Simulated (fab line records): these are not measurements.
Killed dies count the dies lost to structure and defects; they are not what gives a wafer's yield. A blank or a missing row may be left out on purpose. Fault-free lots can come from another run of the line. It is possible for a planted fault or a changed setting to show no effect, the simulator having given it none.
fab line records -- flow nand_harc -- part 1 of 2: steps 1 to 3 of 6
record: lots: 22, wafers: 66, last_day: 32
route steps=1302 shown A_CONTACT@1024
lots with no fault: from the same line, run without faults
start_h: the number of hours between the record's first day and the start of the first shown wafer of the lot -- wait_h: hours since the lot's step before -- " as in the row above -- L1.1+2: a single row standing in for several wafers -- - no value present, or no start provided -- * or withheld: withheld -- < > ~ a bound
route shown NAME@n: names a module that has steps shown in the file, with the first one's number in the route -- usual: mean and standard deviation over wafers with no fault -- same: alike in all rows -- chamber/n: place in a boat -- sites: readings site by site -- _std_site: the values' standard deviation -- _edge_site: the outer-site mean with the inner-site mean subtracted -- radius_mm: for every site, how far away it sits from the centre of the wafer -- mask NAME#n: copy n -- behind: the most recent tool/chamber to have shaped the wafer -- hold: cause of the lot's hold/its duration in hours/its outcome -- device: the n, p or np transistor that did not switch -- end of line: the tests these same wafers got at the end of their route -- a step without rows: its recipe alone -- killed: dies lost to structure and defects at the first sort, not the wafer's yield -- map: the dies of a wafer, with x for killed, . for not killed, _ for no die there
set.NAME: the setting the step ran with; set.NAME@STEP: the setting that earlier step ran with -- model.NAME: the simulator's own value behind a step, which no gauge read
a sample of lots followed through the steps of the route, with each step as a table and each wafer as a row
services: from which hour (start_h, from the record's first day; less than 0 if before it) a tool's chamber was out of use, for how many hours, and why
== steps ==
step: NHARC_A_CONTACT_ETCH_102
recipe: target_depth_a: 1000, overetch_a: 100, time_s: 55, ion_energy_ev: 100, cf4_flow_sccm: 80, o2_flow_sccm: 20, ar_flow_sccm: 0, rf_w: 300, bias_w: 100, chemistry: CF4/O2
usual: drypump_motor_current_A: 5.8/0.67, mfc_ar_sccm: 0.008/0.0075, oes_o_777_au: 1.000/0.0047, oes_product_au: 1.003/0.0064, rf_vpp_V: 198.1/1.4, showerhead_plenum_p_Torr: 1.35/0.062, throttle_valve_pct: 13.397/0.0094
lot.wafer,tool,chamber,start_h,wait_h,drypump_motor_current_A,mfc_ar_sccm,oes_o_777_au,oes_product_au,rf_hours_counter_h,rf_vpp_V,showerhead_plenum_p_Torr,throttle_valve_pct
L074.1,rie_diel-13,0,491.77,0.1,6.4,0.009,0.994,1.006,53,196.3,1.26,13.398
L074.3,rie_diel-13,1,491.77,0.1,5.2,0.015,1.003,0.995,50,198.9,1.31,13.387
L074.6,rie_diel-13,3,491.77,0.1,5.0,0,1.000,1.005,-,199.4,1.38,13.399
L075.4,rie_diel-04,2,513.64,0.1,5.7,0.011,1.002,1.002,20,199.7,1.39,13.399
L075.3,rie_diel-04,3,513.64,0.1,6.2,0,1.004,0.993,21,198.0,1.35,13.392
L075.2,rie_diel-04,0,513.64,0.1,6.8,0.011,1.002,1.006,21,196.1,1.23,13.400
L078.3,rie_diel-04,3,514.46,0.1,6.3,0,0.998,1.005,21,197.8,1.35,13.388
L078.2,rie_diel-04,1,514.46,0.1,5.1,0,1.000,0.998,17,197.6,1.32,13.415
L078.5,rie_diel-04,3,514.46,0.1,6.3,0,1.001,1.007,-,197.6,1.35,13.393
L077.1,rie_diel-12,2,518.49,0.1,6.4,0,1.005,1.010,20,196.3,1.27,13.372
L077.4,rie_diel-12,0,518.49,0.1,5.0,0.003,1.005,1.007,17,201.0,1.44,13.411
L077.5,rie_diel-12,2,518.49,0.1,6.4,0,0.991,0.997,-,196.7,1.27,13.395
L079.2,rie_diel-13,0,535.08,0.1,6.4,0.009,1.008,1.002,3,196.1,1.26,13.398
L079.3,rie_diel-13,1,535.08,0.1,5.3,0.015,1.002,1.001,2,194.8,1.31,13.403
L079.5,rie_diel-13,2,535.08,0.1,5.7,0.013,1.000,1.002,-,197.3,1.27,13.391
L076.3,rie_diel-12,2,539.88,0.1,6.4,0,1.013,1.001,29,196.5,1.27,13.407
L076.2,rie_diel-12,3,539.88,0.1,6.3,0.022,1.010,1.004,26,198.8,1.40,13.397
L076.1,rie_diel-12,0,539.88,0.1,5.0,0.003,1.004,1.010,24,198.4,1.44,13.401
L080.2,rie_diel-12,0,546.31,0.1,5.0,0.003,0.998,0.993,27,198.7,1.44,13.376
L080.1,rie_diel-12,2,546.31,0.1,6.5,0,1.004,1.004,31,196.4,1.27,13.390
L080.5,rie_diel-12,0,546.31,0.1,5.0,0.003,0.995,1.011,-,200.4,1.44,13.389
L082.1,rie_diel-04,2,571.56,0.1,5.7,0.011,1.002,1.013,3,198.7,1.39,13.409
L082.4,rie_diel-04,1,571.56,0.1,5.1,0,1.002,1.007,3,199.1,1.32,13.416
L082.6,rie_diel-04,2,571.56,0.1,5.7,0.011,1.005,1.007,-,198.5,1.39,13.389
L081.1,rie_diel-13,0,571.94,0.1,6.4,0.009,0.995,1.000,16,195.8,1.26,13.400
L081.2,rie_diel-13,1,571.94,0.1,5.2,0.015,1.001,1.001,17,198.3,1.31,13.394
L081.5,rie_diel-13,3,571.94,0.1,5.0,0,1.008,1.013,-,198.7,1.37,13.400
L083.2,rie_diel-13,1,592.66,0.1,5.2,0.015,1.003,1.002,24,197.6,1.31,13.400
L083.3,rie_diel-13,3,592.66,0.1,5.0,0,0.994,1.005,24,198.3,1.37,13.399
L083.6,rie_diel-13,2,592.66,0.1,5.7,0.013,1.005,1.004,-,196.5,1.26,13.394
L084.1,rie_diel-04,2,600.98,0.1,5.7,0.011,0.994,1.009,8,198.2,1.39,13.382
L084.4,rie_diel-04,0,600.98,0.1,6.8,0.011,0.994,1.004,9,200.0,1.44,13.400
L084.5,rie_diel-04,3,600.98,0.1,6.3,0,1.005,0.998,-,196.9,1.34,13.406
L085.2,rie_diel-04,3,601.28,0.1,6.2,0,1.002,1.008,11,198.9,1.34,13.397
L085.6,rie_diel-04,3,601.28,0.1,6.2,0,1.000,1.005,-,197.5,1.34,13.382
L085.5,rie_diel-04,0,601.28,0.1,6.8,0.011,1.006,1.004,-,201.2,1.44,13.394
L086.2,rie_diel-12,3,622.87,0.1,6.3,0.022,1.001,0.999,51,199.5,1.40,13.400
L086.4,rie_diel-12,3,622.87,0.1,6.3,0.022,0.996,1.005,-,199.6,1.40,13.396
L086.5,rie_diel-12,0,622.87,0.1,5.0,0.003,1.001,1.004,-,199.4,1.43,13.413
L087.2,rie_diel-04,2,624.70,0.1,5.7,0.011,0.993,1.002,12,198.2,1.39,13.414
L087.4,rie_diel-04,0,624.70,0.1,6.8,0.011,1.002,1.008,14,199.9,1.44,13.387
L087.3,rie_diel-04,1,624.70,0.1,5.1,0,1.002,1.000,11,197.6,1.32,13.392
L089.3,rie_diel-04,3,644.28,0.0,6.2,0,0.991,1.004,20,199.1,1.34,13.406
L089.4,rie_diel-04,0,644.28,0.0,6.8,0.011,1.000,0.996,18,199.0,1.44,13.394
L089.1,rie_diel-04,1,644.28,0.0,5.1,0,0.999,0.987,14,196.6,1.32,13.400
L088.3,rie_diel-04,3,646.33,0.1,6.3,0,0.997,1.013,20,198.0,1.34,13.390
L088.4,rie_diel-04,0,646.33,0.1,6.8,0.011,1.005,1.012,18,199.8,1.44,13.395
L088.6,rie_diel-04,0,646.33,0.1,6.8,0.011,1.008,1.007,-,200.7,1.44,13.402
L091.4,rie_diel-04,0,670.90,0.1,6.8,0.011,1.000,1.010,21,197.9,1.44,13.408
L091.3,rie_diel-04,1,670.90,0.1,5.1,0,1.002,0.993,18,198.0,1.32,13.386
L091.1,rie_diel-04,2,670.90,0.1,5.7,0.011,0.999,1.012,20,198.7,1.39,13.399
L090.4,rie_diel-04,3,673.12,0.1,6.3,0,1.005,1.009,24,197.7,1.34,13.397
L090.5,rie_diel-04,2,673.12,0.1,5.7,0.011,1.000,1.007,-,197.6,1.39,13.396
L090.6,rie_diel-04,3,673.12,0.1,6.2,0,1.000,1.001,-,198.5,1.34,13.400
L092.4,rie_diel-12,0,685.54,0.1,5.0,0.003,1.007,1.010,17,200.1,1.43,13.406
L092.2,rie_diel-12,3,685.54,0.1,6.3,0.022,0.996,0.991,17,198.3,1.39,13.396
L092.6,rie_diel-12,1,685.54,0.1,4.8,0.019,0.997,1.000,-,197.8,1.30,13.410
L095.1,rie_diel-04,0,693.13,0.1,6.8,0.011,0.999,1.000,26,198.7,1.44,13.399
L095.5,rie_diel-04,2,693.13,0.1,5.7,0.011,0.990,1.011,-,199.0,1.38,13.406
L095.4,rie_diel-04,3,693.13,0.1,6.3,0,1.002,1.011,-,198.0,1.34,13.400
L094.2,rie_diel-12,0,694.36,0.1,5.0,0.003,0.997,1.004,22,200.2,1.43,13.397
L094.6,rie_diel-12,2,694.36,0.1,6.4,0,1.003,1.008,-,195.4,1.25,13.392
L094.5,rie_diel-12,3,694.36,0.1,6.3,0.022,1.002,0.994,-,198.7,1.39,13.402
L096.1,rie_diel-04,2,707.85,0.1,5.7,0.011,0.997,1.003,31,199.6,1.38,13.382
L096.5,rie_diel-04,2,707.85,0.1,5.7,0.011,0.992,1.017,-,198.7,1.38,13.385
L096.6,rie_diel-04,3,707.85,0.1,6.3,0,0.999,1.007,-,198.7,1.34,13.390
step: NHARC_A_CONTACT_STRIP_82
recipe: o2_flow_sccm: 500, ar_flow_sccm: 0, bias_w: 0, chemistry: O2
usual: drypump_motor_current_A: 5.9/0.64, mfc_ar_sccm: 0.007/0.0065, oes_product_au: 1.001/0.0071, rf_vpp_V: 57.9/0.89, showerhead_plenum_p_Torr: 3.57/0.15, throttle_valve_pct: 17.038/0.0087
lot.wafer,tool,chamber,start_h,wait_h,drypump_motor_current_A,mfc_ar_sccm,oes_product_au,rf_hours_counter_h,rf_vpp_V,showerhead_plenum_p_Torr,throttle_valve_pct
L074.1,rie_diel-12,0,-,-,5.0,0.003,1.000,11,57.8,3.80,17.053
L074.3,rie_diel-12,2,-,-,6.4,0,1.005,14,57.1,3.36,17.032
L074.6,rie_diel-12,1,-,-,4.8,0.019,0.994,-,57.3,3.47,17.040
L075.2,rie_diel-04,3,-,-,6.3,0,0.988,22,57.7,3.56,17.038
L075.4,rie_diel-04,0,-,-,6.8,0.011,1.009,22,57.1,3.26,17.043
L075.3,rie_diel-04,1,-,-,5.1,0,0.993,17,58.5,3.49,17.049
L078.2,rie_diel-04,1,-,-,5.1,0,1.008,18,58.6,3.49,17.037
L078.3,rie_diel-04,3,-,-,6.3,0,1.008,22,58.1,3.56,17.046
L078.5,rie_diel-04,2,-,-,5.7,0.011,1.000,-,57.3,3.67,17.037
L077.1,rie_diel-12,1,-,-,4.8,0.019,0.996,25,57.5,3.46,17.052
L077.4,rie_diel-12,3,-,-,6.3,0.022,1.001,21,57.6,3.70,17.030
L077.5,rie_diel-12,0,-,-,5.0,0.003,0.999,-,58.2,3.80,17.039
L079.2,rie_diel-12,3,-,-,6.3,0.022,0.997,28,58.5,3.70,17.033
L079.3,rie_diel-12,0,-,-,5.0,0.003,1.009,27,57.3,3.79,17.032
L079.5,rie_diel-12,2,-,-,6.4,0,0.995,-,57.5,3.35,17.047
L076.2,rie_diel-04,2,-,-,5.7,0.011,1.004,1,58.4,3.67,17.028
L076.3,rie_diel-04,3,-,-,6.3,0,1.003,3,57.0,3.56,17.034
L076.1,rie_diel-04,0,-,-,6.8,0.011,1.007,2,57.2,3.81,17.045
L080.1,rie_diel-04,0,-,-,6.8,0.011,1.011,4,58.2,3.81,17.023
L080.2,rie_diel-04,1,-,-,5.1,0,0.999,1,57.5,3.49,17.047
L080.5,rie_diel-04,3,-,-,6.2,0,1.010,-,57.5,3.55,17.034
L082.1,rie_diel-04,3,-,-,6.2,0,1.008,9,57.5,3.55,17.028
L082.4,rie_diel-04,1,-,-,5.1,0,0.996,4,58.5,3.49,17.042
L082.6,rie_diel-04,2,-,-,5.7,0.011,1.011,-,58.1,3.67,17.038
L081.2,rie_diel-04,2,-,-,5.7,0.011,1.009,6,57.1,3.67,17.033
L081.1,rie_diel-04,3,-,-,6.2,0,1.009,9,58.2,3.55,17.013
L081.5,rie_diel-04,1,-,-,5.1,0,0.994,-,58.3,3.49,17.037
L083.2,rie_diel-04,2,-,-,5.7,0.011,1.003,8,57.7,3.66,17.028
L083.3,rie_diel-04,0,-,-,6.8,0.011,0.998,10,58.4,3.80,17.034
L083.6,rie_diel-04,2,-,-,5.7,0.011,0.985,-,59.0,3.66,17.040
L084.4,rie_diel-04,1,-,-,5.1,0,1.000,8,58.3,3.48,17.045
L084.1,rie_diel-04,0,-,-,6.8,0.011,1.007,12,58.7,3.80,17.033
L084.5,rie_diel-04,2,-,-,5.7,0.011,1.000,-,59.8,3.66,17.039
L085.2,rie_diel-13,2,-,-,5.7,0.013,0.998,31,57.9,3.34,17.033
L085.5,rie_diel-13,3,-,-,5.0,0,1.000,-,58.3,3.61,17.044
L085.6,rie_diel-13,0,-,-,6.5,0.009,1.000,-,57.2,3.32,17.032
L086.4,rie_diel-04,3,-,-,6.2,0,1.005,18,57.4,3.55,17.038
L086.2,rie_diel-04,0,-,-,6.8,0.011,1.000,16,59.4,3.80,17.040
L086.5,rie_diel-04,1,-,-,5.1,0,0.989,-,58.4,3.48,17.030
L087.2,rie_diel-04,0,-,-,6.8,0.011,0.999,16,58.3,3.80,17.047
L087.3,rie_diel-04,1,-,-,5.1,0,0.998,13,58.4,3.48,17.044
L087.4,rie_diel-04,2,-,-,5.7,0.011,0.999,14,58.4,3.66,17.042
L089.4,rie_diel-13,3,-,-,5.0,0,0.998,52,57.9,3.60,17.045
L089.1,rie_diel-13,1,-,-,5.2,0.015,0.997,43,55.8,3.45,17.055
L089.3,rie_diel-13,2,-,-,5.8,0.013,1.005,49,58.6,3.33,17.022
L088.3,rie_diel-04,3,-,-,6.3,0,1.009,22,58.2,3.54,17.045
L088.4,rie_diel-04,1,-,-,5.1,0,0.992,16,57.7,3.48,17.026
L088.6,rie_diel-04,2,-,-,5.7,0.011,0.998,-,58.3,3.66,17.037
L091.3,rie_diel-04,2,-,-,5.7,0.011,1.015,22,57.5,3.66,17.042
L091.4,rie_diel-04,0,-,-,6.8,0.011,1.016,22,57.5,3.80,17.040
L091.1,rie_diel-04,1,-,-,5.2,0,0.997,20,58.0,3.48,17.032
L090.5,rie_diel-04,3,-,-,6.2,0,1.011,-,57.4,3.54,17.032
L090.6,rie_diel-04,0,-,-,6.8,0.011,1.002,-,58.7,3.79,17.029
L090.4,rie_diel-04,2,-,-,5.7,0.011,1.004,-,59.3,3.65,17.050
L092.2,rie_diel-04,2,-,-,5.7,0.011,1.000,27,59.6,3.65,17.035
L092.4,rie_diel-04,0,-,-,6.8,0.011,1.003,-,57.3,3.79,17.048
L092.6,rie_diel-04,2,-,-,5.7,0.011,1.003,-,56.5,3.65,17.025
L095.1,rie_diel-04,2,-,-,5.7,0.011,1.004,31,59.7,3.65,17.029
L095.4,rie_diel-04,3,-,-,6.3,0,1.015,-,57.3,3.54,17.034
L095.5,rie_diel-04,0,-,-,6.8,0.011,0.997,-,58.7,3.79,17.023
L094.2,rie_diel-04,3,-,-,6.2,0,1.005,34,58.6,3.54,17.037
L094.6,rie_diel-04,0,-,-,6.8,0.011,1.001,-,58.4,3.79,17.048
L094.5,rie_diel-04,3,-,-,6.3,0,1.000,-,58.2,3.54,17.030
L096.1,rie_diel-13,1,-,-,5.2,0.015,0.999,3,57.0,3.44,17.037
L096.5,rie_diel-13,0,-,-,6.5,0.009,0.999,-,57.8,3.30,17.017
L096.6,rie_diel-13,1,-,-,5.2,0.015,0.995,-,57.3,3.44,17.048
step: NHARC_A_CONTACT_CD_MEAS_08
recipe: target_cd_nm: 200, landing_energy_ev: 500
usual: cd_nm: 200.0/0.43
lot.wafer,tool,chamber,start_h,wait_h,cd_nm
L074.1,cd_sem-03,0,510.01,-,200.6
L074.3,cd_sem-03,0,510.01,-,200.4
L074.6,cd_sem-03,0,510.01,-,200.1
L075.2,cd_sem-02,0,526.63,-,199.5
L075.3,cd_sem-02,0,526.63,-,199.7
L075.4,cd_sem-02,0,526.63,-,199.9
L078.2,cd_sem-01,0,529.71,-,200.3
L078.3,cd_sem-01,0,529.71,-,200.5
L078.5,cd_sem-01,0,529.71,-,200.2
L077.1,cd_sem-01,0,532.15,-,200.4
L077.4,cd_sem-01,0,532.15,-,200.5
L077.5,cd_sem-01,0,532.15,-,200.2
L079.2,cd_sem-01,0,548.01,-,199.4
L079.3,cd_sem-01,0,548.01,-,199.9
L079.5,cd_sem-01,0,548.01,-,200.0
L076.1,cd_sem-02,0,554.72,-,200.0
L076.2,cd_sem-02,0,554.72,-,199.9
L076.3,cd_sem-02,0,554.72,-,200.0
L080.1,cd_sem-02,0,562.00,-,200.4
L080.2,cd_sem-02,0,562.00,-,200.8
L080.5,cd_sem-02,0,562.00,-,200.8
L082.1,cd_sem-03,0,585.23,-,200.2
L082.4,cd_sem-03,0,585.23,-,200.3
L082.6,cd_sem-03,0,585.23,-,199.9
L081.1,cd_sem-03,0,586.37,-,199.7
L081.2,cd_sem-03,0,586.37,-,200.1
L081.5,cd_sem-03,0,586.37,-,200.3
L083.2,cd_sem-01,0,608.54,-,199.5
L083.3,cd_sem-01,0,608.54,-,199.3
L083.6,cd_sem-01,0,608.54,-,199.2
L084.1,cd_sem-02,0,619.01,-,200.5
L084.4,cd_sem-02,0,619.01,-,200.5
L084.5,cd_sem-02,0,619.01,-,200.3
L085.2,cd_sem-03,0,620.73,-,200.2
L085.5,cd_sem-03,0,620.73,-,201.0
L085.6,cd_sem-03,0,620.73,-,200.1
L086.2,cd_sem-02,0,636.91,-,199.2
L086.4,cd_sem-02,0,636.91,-,200.4
L086.5,cd_sem-02,0,636.91,-,199.5
L087.2,cd_sem-02,0,639.62,-,200.6
L087.3,cd_sem-02,0,639.62,-,199.8
L087.4,cd_sem-02,0,639.62,-,199.7
L089.1,cd_sem-03,0,658.40,-,200.7
L089.3,cd_sem-03,0,658.40,-,199.9
L089.4,cd_sem-03,0,658.40,-,199.9
L088.3,cd_sem-03,0,661.10,-,199.4
L088.4,cd_sem-03,0,661.10,-,200.2
L088.6,cd_sem-03,0,661.10,-,199.7
L091.1,cd_sem-02,0,690.16,-,200.0
L091.3,cd_sem-02,0,690.16,-,200.2
L091.4,cd_sem-02,0,690.16,-,200.0
L090.4,cd_sem-03,0,693.17,-,199.9
L090.5,cd_sem-03,0,693.17,-,199.6
L090.6,cd_sem-03,0,693.17,-,200.5
L092.2,cd_sem-03,0,700.57,-,201.1
L092.4,cd_sem-03,0,700.57,-,200.0
L092.6,cd_sem-03,0,700.57,-,200.3
L095.1,cd_sem-01,0,707.85,-,200.7
L095.4,cd_sem-01,0,707.85,-,200.6
L095.5,cd_sem-01,0,707.85,-,200.2
L094.2,cd_sem-01,0,709.73,-,199.3
L094.5,cd_sem-01,0,709.73,-,200.6
L094.6,cd_sem-01,0,709.73,-,199.9
L096.1,cd_sem-03,0,723.03,-,200.2
L096.5,cd_sem-03,0,723.03,-,199.8
L096.6,cd_sem-03,0,723.03,-,200.7
